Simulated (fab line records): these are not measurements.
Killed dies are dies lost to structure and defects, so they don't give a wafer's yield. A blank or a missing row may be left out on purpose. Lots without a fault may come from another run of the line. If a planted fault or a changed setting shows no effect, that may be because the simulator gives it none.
Commonality check across tools | flow nand-harc | Lots sampled 14, wafers sampled 42

== WHY THIS WAS OPENED ==
At NHARC_P_M2_THK_MEAS_24 the reading thk-nm is flagged on 2 of 14 lots. No-fault wafers: 144.7 nm, standard deviation 1.4.
Rule: a lot is flagged in two cases, either no wafer of it has a number, or all its wafers with numbers fall more than 4 standard deviations from that mean. The rest of the lots are taken to be sound.

lot  | measured     | on            | thk-nm (nm), wafer by wafer | flag
L421 | day 7 04:59  | film-metro-02 | 147.7 143.6 145.6           |
L420 | day 7 05:53  | film-metro-01 | 144.0 143.4 145.4           |
L428 | day 10 19:15 | film-metro-02 | 143.9 143.9 145.0           |
L430 | day 11 03:12 | film-metro-02 | 403.5 397.9 404.7           | FLAGGED
L429 | day 11 03:28 | film-metro-01 | 398.8 391.8 396.4           | FLAGGED
L431 | day 11 17:02 | film-metro-01 | 145.2 146.0 145.2           |
L432 | day 11 20:04 | film-metro-01 | 142.1 144.3 143.4           |
L434 | day 12 15:34 | film-metro-02 | 144.8 144.9 143.6           |
L435 | day 13 02:44 | film-metro-01 | 144.9 143.8 143.0           |
L436 | day 13 15:55 | film-metro-02 | 146.1 147.5 144.2           |
L437 | day 13 22:05 | film-metro-02 | 143.0 141.9 145.3           |
L438 | day 14 08:25 | film-metro-02 | 145.6 145.3 143.6           |
L439 | day 14 19:22 | film-metro-02 | 146.2 145.7 146.5           |
L440 | day 15 10:14 | film-metro-02 | 144.7 146.1 144.3           |
Flagged lots average 398.9 nm: +254.2 nm relative to the usual, that is +99 or more standard deviations.

== LOT BY LOT: THE TOOL USED ==
The record holds 3 process steps before the reading, out of a route of 1302 steps. Each cell gives the tool, then ch followed by the chambers the sampled wafers passed through, then the start.
lot  | flag    | NHARC_P_M2_DESCUM_14               | NHARC_P_M2_ETCH_28                            | NHARC_P_M2_CMP_23
L421 |         | rie-diel-03 ch 0,1,2, day 7 02:35  | rie-diel-01 ch 1,2,3, day 7 04:40 or earlier  | cmp-02 ch 0,1, day 7 04:40
L420 |         | rie-diel-03 ch 1,2,3, day 7 03:03  | rie-diel-10 ch 0,1,2, day 7 05:34 or earlier  | cmp-02 ch 0,1, day 7 05:34
L428 |         | rie-diel-01 ch 0,1,3, day 10 16:49 | rie-diel-03 ch 0,1, day 10 18:58 or earlier   | cmp-03 ch 0,1, day 10 18:58
L430 | FLAGGED | rie-diel-01 ch 0,1,2, day 11 00:47 | rie-diel-01 ch 0,2,3, day 11 02:55 or earlier | cmp-03 ch 0,2,3, day 11 02:55
L429 | FLAGGED | rie-diel-03 ch 1,2,3, day 11 00:56 | rie-diel-03 ch 1,2,3, day 11 03:09 or earlier | cmp-02 ch 0,1,2, day 11 03:09
L431 |         | rie-diel-01 ch 1,2,3, day 11 14:35 | rie-diel-01 ch 0,1,3, day 11 16:44 or earlier | cmp-03 ch 1,2,3, day 11 16:44
L432 |         | rie-diel-01 ch 1,2, day 11 17:33   | rie-diel-10 ch 1,2, day 11 19:44 or earlier   | cmp-02 ch 1,2, day 11 19:44
L434 |         | rie-diel-01 ch 1,2, day 12 13:08   | rie-diel-10 ch 1,3, day 12 15:18 or earlier   | cmp-04 ch 0,1,2, day 12 15:18
L435 |         | rie-diel-01 ch 1,2, day 13 00:16   | rie-diel-10 ch 0,2,3, day 13 02:25 or earlier | cmp-03 ch 0,1,2, day 13 02:25
L436 |         | rie-diel-01 ch 1,2, day 13 13:28   | rie-diel-10 ch 0,3, day 13 15:36 or earlier   | cmp-03 ch 0,2, day 13 15:36
L437 |         | rie-diel-10 ch 0,1,2, day 13 19:39 | rie-diel-03 ch 0,1,2, day 13 21:47 or earlier | cmp-02 ch 1,2,3, day 13 21:47
L438 |         | rie-diel-01 ch 0,1,3, day 14 06:00 | rie-diel-10 ch 0,1,3, day 14 08:07 or earlier | cmp-04 ch 0,1,3, day 14 08:07
L439 |         | rie-diel-10 ch 1,2,3, day 14 16:56 | rie-diel-03 ch 0,2,3, day 14 19:03 or earlier | cmp-04 ch 1,2, day 14 19:03
L440 |         | rie-diel-01 ch 0,2,3, day 15 07:50 | rie-diel-03 ch 0,2,3, day 15 09:56 or earlier | cmp-04 ch 0,2,3, day 15 09:56
These steps, and what they do:
- NHARC_P_M2_DESCUM_14: chemistry O2, time 3 s.
- NHARC_P_M2_ETCH_28: etches the open film in CF4/N2, target depth 30 nm, time 72.99 s.
- NHARC_P_M2_CMP_23: polishes, t overpolish 20 s, target thk 144.3 nm.
- NHARC_P_M2_THK_MEAS_24: measures by xrf.

== FLAGGED AGAINST TOTAL, ONE TOOL AT A TIME (gauges that did the reading follow at the end) ==
step                   | tool          | lots run | flagged | share of the flagged lots | sound lots run after its first flagged lot
NHARC_P_M2_DESCUM_14   | rie-diel-01   | 9        | 1       | some                      | 7 (L431,L432,L434,L435,L436,L438,L440)
NHARC_P_M2_DESCUM_14   | rie-diel-03   | 3        | 1       | some                      | 0
NHARC_P_M2_DESCUM_14   | rie-diel-10   | 2        | 0       | none                      | -
NHARC_P_M2_ETCH_28     | rie-diel-01   | 3        | 1       | some                      | 1 (L431)
NHARC_P_M2_ETCH_28     | rie-diel-03   | 5        | 1       | some                      | 3 (L437,L439,L440)
NHARC_P_M2_ETCH_28     | rie-diel-10   | 6        | 0       | none                      | -
NHARC_P_M2_CMP_23      | cmp-02        | 5        | 1       | some                      | 2 (L432,L437)
NHARC_P_M2_CMP_23      | cmp-03        | 5        | 1       | some                      | 3 (L431,L435,L436)
NHARC_P_M2_CMP_23      | cmp-04        | 4        | 0       | none                      | -
NHARC_P_M2_THK_MEAS_24 | film-metro-01 | 5        | 1       | some                      | 3 (L431,L432,L435)
NHARC_P_M2_THK_MEAS_24 | film-metro-02 | 9        | 1       | some                      | 6 (L434,L436,L437,L438,L439,L440)
With no start given for some of its lots, NHARC_P_M2_ETCH_28 uses the hours and lot order of NHARC_P_M2_CMP_23.

== WHAT THE TABLE PERMITS ==
No row of the table ran every flagged lot.

== WHAT WAS PUT IN BY THE SIMULATOR ==
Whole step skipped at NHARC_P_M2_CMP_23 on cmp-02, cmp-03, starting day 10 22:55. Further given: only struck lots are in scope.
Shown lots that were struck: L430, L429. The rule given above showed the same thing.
